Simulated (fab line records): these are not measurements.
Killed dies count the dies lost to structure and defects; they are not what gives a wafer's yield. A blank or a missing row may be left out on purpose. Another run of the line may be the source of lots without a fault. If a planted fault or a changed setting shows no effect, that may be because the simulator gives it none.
Chamber matching :: flow n5 finfet :: 4 sister chambers for N5_BEOL_M4_STRIP_36 on rie diel-03
The step strips in N2/H2. 22 wafers are shown with their chamber, then 11 later ones without.

## WAFERS PAIRED WITH THEIR CHAMBERS
wafer: L076.2
chamber: 1
drypump motor current A (A): 6.3
showerhead plenum p Torr (Torr): 2.57
throttle valve pct (%): 23.7

wafer: L076.3
chamber: 3
drypump motor current A (A): 5.5
showerhead plenum p Torr (Torr): 2.60
throttle valve pct (%): 24.1

wafer: L076.5
chamber: 3
drypump motor current A (A): 5.5
showerhead plenum p Torr (Torr): 2.60
throttle valve pct (%): 24.1

wafer: L078.1
chamber: 2
drypump motor current A (A): 5.4
showerhead plenum p Torr (Torr): 2.60
throttle valve pct (%): 23.7

wafer: L078.2
chamber: 3
drypump motor current A (A): 5.5
showerhead plenum p Torr (Torr): 2.60
throttle valve pct (%): 24.1

wafer: L078.6
chamber: 1
drypump motor current A (A): 6.3
showerhead plenum p Torr (Torr): 2.57
throttle valve pct (%): 23.7

wafer: L082.1
chamber: 2
drypump motor current A (A): 5.4
showerhead plenum p Torr (Torr): 2.60
throttle valve pct (%): 23.7

wafer: L082.3
chamber: 1
drypump motor current A (A): 6.3
showerhead plenum p Torr (Torr): 2.56
throttle valve pct (%): 23.8

wafer: L082.4
chamber: 3
drypump motor current A (A): 5.5
showerhead plenum p Torr (Torr): 2.60
throttle valve pct (%): 24.0

wafer: L085.1
chamber: 1
drypump motor current A (A): 6.4
showerhead plenum p Torr (Torr): 2.56
throttle valve pct (%): 23.8

wafer: L085.3
chamber: 3
drypump motor current A (A): 5.5
showerhead plenum p Torr (Torr): 2.59
throttle valve pct (%): 24.1

wafer: L085.4
chamber: 0
drypump motor current A (A): 5.8
showerhead plenum p Torr (Torr): 2.49
throttle valve pct (%): 23.3

wafer: L089.3
chamber: 3
drypump motor current A (A): 5.5
showerhead plenum p Torr (Torr): 2.59
throttle valve pct (%): 24.1

wafer: L089.4
chamber: 0
drypump motor current A (A): 5.8
showerhead plenum p Torr (Torr): 2.49
throttle valve pct (%): 23.3

wafer: L089.6
chamber: 3
drypump motor current A (A): 5.5
showerhead plenum p Torr (Torr): 2.59
throttle valve pct (%): 24.1

wafer: L091.1
chamber: 2
drypump motor current A (A): 5.3
showerhead plenum p Torr (Torr): 2.59
throttle valve pct (%): 23.3

wafer: L091.2
chamber: 3
drypump motor current A (A): 5.5
showerhead plenum p Torr (Torr): 2.59
throttle valve pct (%): 24.1

wafer: L091.6
chamber: 0
drypump motor current A (A): 5.8
showerhead plenum p Torr (Torr): 2.49
throttle valve pct (%): 23.3

wafer: L090.2
chamber: 0
drypump motor current A (A): 5.8
showerhead plenum p Torr (Torr): 2.49
throttle valve pct (%): 23.3

wafer: L090.4
chamber: 1
drypump motor current A (A): 6.3
showerhead plenum p Torr (Torr): 2.55
throttle valve pct (%): 23.7

wafer: L090.5
chamber: 3
drypump motor current A (A): 5.5
showerhead plenum p Torr (Torr): 2.59
throttle valve pct (%): 24.1

wafer: L092.1
chamber: 1
drypump motor current A (A): 6.4
showerhead plenum p Torr (Torr): 2.55
throttle valve pct (%): 23.8

SIGNATURES, as means of the wafers listed above
reading: drypump motor current A
chamber 0: 5.800
chamber 1: 6.333
chamber 2: 5.367
chamber 3: 5.500
scatter within a chamber: 0.0333

reading: showerhead plenum p Torr
chamber 0: 2.4900
chamber 1: 2.5600
chamber 2: 2.5967
chamber 3: 2.5944
scatter within a chamber: 0.00619

reading: throttle valve pct
chamber 0: 23.300
chamber 1: 23.750
chamber 2: 23.567
chamber 3: 24.089
scatter within a chamber: 0.0852
Rule: for a wafer and a chamber, the distance is found by dividing, reading by reading, the gap between the wafer's reading and the chamber's mean by the reading's scatter, squaring, summing and taking the root. The wafer belongs to the nearest chamber; if the next one is less than 2 further off, it can't be placed. The scatter: the root of (the sum of the squares of (reading less its chamber's mean) over the shown wafers, divided by (wafers less chambers)).

## WAFERS WHOSE CHAMBER IS MISSING
wafer: L092.4
drypump motor current A (A): 5.3
showerhead plenum p Torr (Torr): 2.59
throttle valve pct (%): 23.3

wafer: L092.6
drypump motor current A (A): 5.5
showerhead plenum p Torr (Torr): 2.58
throttle valve pct (%): 24.1

wafer: L093.1
drypump motor current A (A): 5.8
showerhead plenum p Torr (Torr): 2.49
throttle valve pct (%): 23.3

wafer: L093.3
drypump motor current A (A): 5.3
showerhead plenum p Torr (Torr): 2.59
throttle valve pct (%): 23.3

wafer: L093.4
drypump motor current A (A): 6.3
showerhead plenum p Torr (Torr): 2.55
throttle valve pct (%): 23.7

wafer: L094.2
drypump motor current A (A): 5.5
showerhead plenum p Torr (Torr): 2.58
throttle valve pct (%): 24.1

wafer: L094.3
drypump motor current A (A): 6.4
showerhead plenum p Torr (Torr): 2.55
throttle valve pct (%): 23.8

wafer: L094.5
drypump motor current A (A): 5.8
showerhead plenum p Torr (Torr): 2.49
throttle valve pct (%): 23.4

wafer: L095.4
drypump motor current A (A): 5.4
showerhead plenum p Torr (Torr): 2.59
throttle valve pct (%): 23.3

wafer: L095.5
drypump motor current A (A): 5.8
showerhead plenum p Torr (Torr): 2.49
throttle valve pct (%): 23.3

wafer: L095.6
drypump motor current A (A): 5.5
showerhead plenum p Torr (Torr): 2.58
throttle valve pct (%): 24.1

## WHICH CHAMBER EACH ONE RAN IN
wafer: L092.4
from the rows above: 2
in truth: 2

wafer: L092.6
from the rows above: 3
in truth: 3

wafer: L093.1
from the rows above: 0
in truth: 0

wafer: L093.3
from the rows above: 2
in truth: 2

wafer: L093.4
from the rows above: 1
in truth: 1

wafer: L094.2
from the rows above: 3
in truth: 3

wafer: L094.3
from the rows above: 1
in truth: 1

wafer: L094.5
from the rows above: 0
in truth: 0

wafer: L095.4
from the rows above: 2
in truth: 2

wafer: L095.5
from the rows above: 0
in truth: 0

wafer: L095.6
from the rows above: 3
in truth: 3
Correctly placed: 11 of 11. Left unplaced by these rows: 0. Number placed wrongly: 0.
